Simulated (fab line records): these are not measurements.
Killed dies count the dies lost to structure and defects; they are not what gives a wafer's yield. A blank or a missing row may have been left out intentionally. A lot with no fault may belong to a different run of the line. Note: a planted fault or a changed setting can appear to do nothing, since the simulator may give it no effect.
fab line records	flow nandHarc	part 2 of 2: steps 5 to 6 of 6
record: lots: 23	wafers: 69	lastDay: 33
route steps=1302 shown A_STAIRCASE@749
lots that met no fault: taken from a fault-free run of the same line
startH: hours from the record's opening day to when the first of the lot's shown wafers began	waitH: hours from the lot's prior step to this one	" unchanged from the row above	L1.1+2: a row that stands for several wafers	- no value, or no start given	* or withheld: withheld	< > ~ a bound
route shown NAME@n: a module of which the file shows steps, and the number in the route of the first	usual: mean and standard deviation over wafers with no fault	same: alike in all rows	chamber/n: place in a boat	sites: per-site readings	_std_site: how widely they spread, as a standard deviation	_edge_site: inner sites' mean taken away from outer sites' mean	radiusMm: how far each site lies from the wafer's centre	mask NAME#n: copy n	behind: the tool/chamber that last shaped the wafer	hold: reason for holding the lot/hours on hold/outcome of the hold	device: names the non-switching transistor (n, p or np)	end of line: the same wafers' tests at the end of the route	step lacking rows: just its recipe	killed: count of dies lost to structure and defects at first sort (not the wafer's yield)	map: the dies of a wafer, with x for killed, . for not killed, _ for no die there
set.NAME: the run value of the setting; set.NAME@STEP: its run value at that earlier step	model.NAME: the simulator's own value behind a step, which no gauge read
route steps across a sampled set of lots; one table per step, one row per wafer
services: a tool's chamber out of use, with start hour (startH, from the record's first day; less than 0 if before it), hours out, and reason
== steps ==
step: NHARC_A_STAIRCASE_STRIP_295
recipe: o2FlowSccm: 500	arFlowSccm: 0	biasW: 0	chemistry: O2
usual: drypumpMotorCurrentA: 5.9/0.47	oesProductAu: 1.001/0.0061	rfVppV: 57.8/0.9	showerheadPlenumPTorr: 3.54/0.16	throttleValvePct: 17.036/0.0094
lot.wafer	tool	chamber	startH	waitH	drypumpMotorCurrentA	oesProductAu	rfHoursCounterH	rfVppV	showerheadPlenumPTorr	throttleValvePct
L074.1	rieDiel-12	2	-	-	6.3	1.005	46	56.8	3.49	17.042
L074.5	"	3	"	"	5.9	1.009	-	59.2	3.78	17.029
L074.6	"	0	"	"	6.2	1.001	-	57.3	3.42	17.032
L075.4	rieDiel-03	0	-	-	6.0	0.992	29	60.4	3.54	17.036
L075.1	"	1	"	"	5.2	1.000	28	58.8	3.79	17.040
L075.3	"	3	"	"	6.2	0.997	30	58.4	3.51	17.021
L077.2	rieDiel-12	0	-	-	6.2	0.992	39	58.6	3.42	17.049
L077.1	"	1	"	"	6.2	1.002	47	57.9	3.27	17.045
L077.6	"	3	"	"	5.9	1.005	-	58.8	3.78	17.043
L076.1	rieDiel-12	2	-	-	6.3	1.005	54	57.8	3.49	17.031
L076.3	"	0	"	"	6.2	1.008	41	58.2	3.42	17.038
L076.5	"	2	"	"	6.3	1.004	-	56.7	3.49	17.021
L078.4	rieDiel-12	3	-	-	5.9	1.003	51	57.6	3.78	17.042
L078.2	"	1	"	"	6.2	1.000	50	58.7	3.27	17.042
L078.5	"	3	"	"	5.9	1.011	-	58.7	3.78	17.027
L080.1	rieDiel-03	0	-	-	6.0	0.991	49	56.8	3.53	17.026
L080.4	"	1	"	"	5.2	1.002	45	58.8	3.78	17.018
L080.5	"	2	"	"	5.0	1.005	-	56.7	3.45	17.051
L079.3	rieDiel-03	2	-	-	5.0	0.990	44	57.9	3.45	17.034
L079.6	"	1	"	"	5.2	0.993	-	58.7	3.78	17.050
L079.5	"	2	"	"	5.0	0.994	-	58.3	3.45	17.033
L081.3	rieDiel-03	1	-	-	5.2	1.001	50	56.8	3.78	17.046
L081.4	"	3	"	"	6.1	1.010	52	57.0	3.50	17.054
L081.5	"	2	"	"	5.0	0.999	-	57.7	3.45	17.028
L082.3	rieDiel-03	0	-	-	6.0	0.994	56	58.0	3.52	17.046
L082.1	"	1	"	"	5.2	1.005	51	58.7	3.78	17.025
L082.6	"	3	"	"	6.2	1.006	-	58.4	3.50	17.027
L083.1	rieDiel-03	3	-	-	6.1	0.993	6	58.6	3.49	17.028
L083.5	"	1	"	"	5.2	0.999	-	58.3	3.77	17.052
L083.4	"	3	"	"	6.2	0.998	-	57.4	3.49	17.030
L085.3	rieDiel-12	3	-	-	6.0	1.014	11	57.2	3.76	17.033
L085.5	"	0	"	"	6.2	1.015	-	56.4	3.41	17.043
L085.6	"	1	"	"	6.2	1.001	-	59.4	3.80	17.041
L084.3	rieDiel-13	1	-	-	6.4	1.003	33	56.6	3.28	17.035
L084.4	"	3	"	"	6.7	0.996	52	57.9	3.37	17.032
L084.6	"	2	"	"	6.0	1.006	-	57.3	3.53	17.050
L086.4	rieDiel-12	0	-	-	6.2	1.001	14	57.0	3.40	17.033
L086.2	"	2	"	"	6.3	0.999	16	56.3	3.47	17.045
L086.5	"	0	"	"	6.2	0.999	-	56.0	3.40	17.049
L087.2	rieDiel-13	0	-	-	6.0	0.995	39	57.3	3.53	17.032
L087.5	"	1	"	"	6.5	1.001	-	57.3	3.28	17.031
L087.6	"	2	"	"	6.0	0.989	-	58.0	3.53	17.026
L088.4	rieDiel-03	3	-	-	6.2	1.006	30	57.2	3.48	17.051
L088.5	"	3	"	"	6.2	1.012	-	58.3	3.48	17.048
L088.6	"	0	"	"	6.0	1.009	-	58.3	3.51	17.036
L090.2	rieDiel-13	0	-	-	6.0	1.000	3	58.3	3.53	17.043
L090.4	"	2	"	"	6.0	0.999	3	57.6	3.52	17.024
L090.5	"	0	"	"	6.0	1.010	-	58.3	3.53	17.033
L091.2	rieDiel-03	0	-	-	6.0	1.012	23	58.9	3.51	17.021
L091.3	"	1	"	"	5.2	0.995	27	58.1	3.76	17.039
L091.5	"	1	"	"	5.2	1.000	-	57.8	3.76	17.046
L089.4	rieDiel-03	1	-	-	5.2	1.000	29	58.7	3.76	17.046
L089.6	"	0	"	"	6.0	0.998	-	59.3	3.51	17.026
L089.5	"	1	"	"	5.2	1.003	-	58.2	3.76	17.039
L092.3	rieDiel-03	3	-	-	6.2	1.003	34	58.2	3.48	17.028
L092.6	"	0	"	"	6.0	0.997	-	57.7	3.51	17.050
L092.5	"	1	"	"	5.2	0.998	-	58.0	3.76	17.038
L093.1	rieDiel-12	2	-	-	6.3	1.003	49	56.6	3.45	17.040
L093.5	"	1	"	"	6.2	0.998	-	58.0	3.78	17.025
L093.6	"	2	"	"	6.3	1.011	-	57.8	3.45	17.031
L094.2	rieDiel-12	1	-	-	6.2	0.993	51	58.5	3.78	17.046
L094.4	"	3	"	"	5.9	1.000	51	58.1	3.74	17.059
L094.6	"	1	"	"	6.2	1.005	-	59.3	3.78	17.027
L095.3	rieDiel-12	1	-	-	6.3	1.000	52	58.4	3.78	17.030
L095.6	"	3	"	"	5.9	1.000	-	58.2	3.74	17.039
L095.5	"	0	"	"	6.2	0.996	-	58.5	3.39	17.032
L096.2	rieDiel-13	3	-	-	6.6	0.998	24	58.7	3.35	17.031
L096.3	"	1	"	"	6.4	1.000	22	58.0	3.80	17.035
L096.5	"	3	"	"	6.6	1.003	-	57.3	3.35	17.030
step: NHARC_A_STAIRCASE_DEP_301
recipe: targetThkA: 300	targetThkNm: 30	tempC: 400	pressureTorr: 3.5	flowSccm: 200	rfW: 350	material: SiON
usual: heaterPowerOuterW: 457/90	heaterPowerW: 763/120
lot.wafer	tool	chamber	startH	waitH	heaterPowerOuterW	heaterPowerW
L074.1	pecvd-03	1	387.94	1.6	458	687
L074.5	"	1	"	"	458	717
L074.6	"	2	"	"	519	881
L075.3	pecvd-01	0	400.73	0.9	473	861
L075.1	"	1	"	"	570	888
L075.4	"	2	"	"	392	658
L077.2	pecvd-04	0	408.68	1.3	416	721
L077.1	"	1	"	"	298	575
L077.6	"	1	"	"	302	565
L076.3	pecvd-01	1	412.82	0.9	590	887
L076.1	"	2	"	"	436	680
L076.5	"	0	"	"	444	824
L078.2	pecvd-01	2	417.90	1.3	419	699
L078.4	"	0	"	"	513	953
L078.5	"	2	"	"	427	676
L080.1	pecvd-04	1	445.43	1.6	314	560
L080.4	"	2	"	"	458	810
L080.5	"	0	"	"	411	743
L079.3	pecvd-04	0	449.05	1.0	429	741
L079.6	"	2	"	"	364	665
L079.5	"	1	"	"	318	577
L081.3	pecvd-01	1	457.85	1.0	534	814
L081.4	"	2	"	"	369	609
L081.5	"	1	"	"	536	827
L082.3	pecvd-01	1	458.87	1.0	569	857
L082.1	"	0	"	"	464	848
L082.6	"	0	"	"	459	842
L083.1	pecvd-03	2	495.71	1.6	539	870
L083.5	"	0	"	"	592	862
L083.4	"	1	"	"	366	609
L085.3	pecvd-04	2	496.65	1.0	397	727
L085.6	"	0	"	"	420	733
L085.5	"	1	"	"	279	524
L084.3	pecvd-04	2	502.56	1.2	460	815
L084.6	"	1	"	"	294	542
L084.4	"	2	"	"	477	814
L086.2	pecvd-03	2	502.99	1.2	567	928
L086.4	"	2	"	"	559	930
L086.5	"	0	"	"	551	852
L087.2	pecvd-01	2	519.17	1.4	439	706
L087.5	"	0	"	"	471	860
L087.6	"	1	"	"	531	803
L088.5	pecvd-01	0	537.93	0.4	575	971
L088.6	"	1	"	"	549	836
L088.4	"	2	"	"	367	625
L090.2	pecvd-04	2	539.82	1.3	410	746
L090.5	"	0	"	"	361	667
L090.4	"	1	"	"	302	556
L091.2	pecvd-01	2	540.53	1.3	467	735
L091.3	"	0	"	"	455	798
L091.5	"	0	"	"	452	818
L089.4	pecvd-04	1	547.36	0.7	310	567
L089.6	"	2	"	"	412	754
L089.5	"	0	"	"	453	771
L092.3	pecvd-01	1	556.59	1.0	611	889
L092.6	"	0	"	"	477	854
L092.5	"	1	"	"	601	911
L093.1	pecvd-03	1	579.89	1.6	357	590
L093.6	"	2	"	"	528	896
L093.5	"	1	"	"	353	596
L094.2	pecvd-03	0	590.50	1.3	542	819
L094.6	"	2	"	"	510	853
L094.4	"	0	"	"	551	801
L095.3	pecvd-03	1	600.47	1.0	366	595
L095.5	"	0	"	"	583	896
L095.6	"	2	"	"	515	871
L096.2	pecvd-04	2	601.80	1.2	421	757
L096.3	"	1	"	"	313	548
L096.5	"	1	"	"	307	545
== services ==
tool	chamber	startH	hours	kind
rieDiel-13	-	342.08	9.0	pm
pecvd-04	-	351.05	1.2	repair
rieDiel-13	1	358.12	7.6	repair
rieDiel-13	3	361.39	11.8	repair
pecvd-03	-	366.00	13.0	pm
pecvd-01	1	375.91	12.6	repair
rieDiel-13	1	377.44	22.5	repair
pecvd-04	-	391.55	1.2	repair
rieDiel-13	0	393.35	49.3	repair
rieDiel-13	1	441.15	3.3	repair
rieDiel-12	-	446.18	9.0	pm
rieDiel-13	1	448.55	5.9	repair
pecvd-04	-	450.45	13.0	pm
rieDiel-03	-	458.33	9.0	pm
rieDiel-12	-	488.80	1.9	repair
pecvd-01	-	492.26	13.0	pm
pecvd-03	2	505.17	1.9	repair
rieDiel-12	2	505.50	4.2	repair
pecvd-01	-	511.79	2.8	repair
rieDiel-13	-	519.08	9.0	pm
rieDiel-03	1	519.91	10.9	repair
rieDiel-03	3	561.84	2.6	repair
pecvd-01	-	562.76	1.0	repair
pecvd-01	-	591.97	1.1	repair
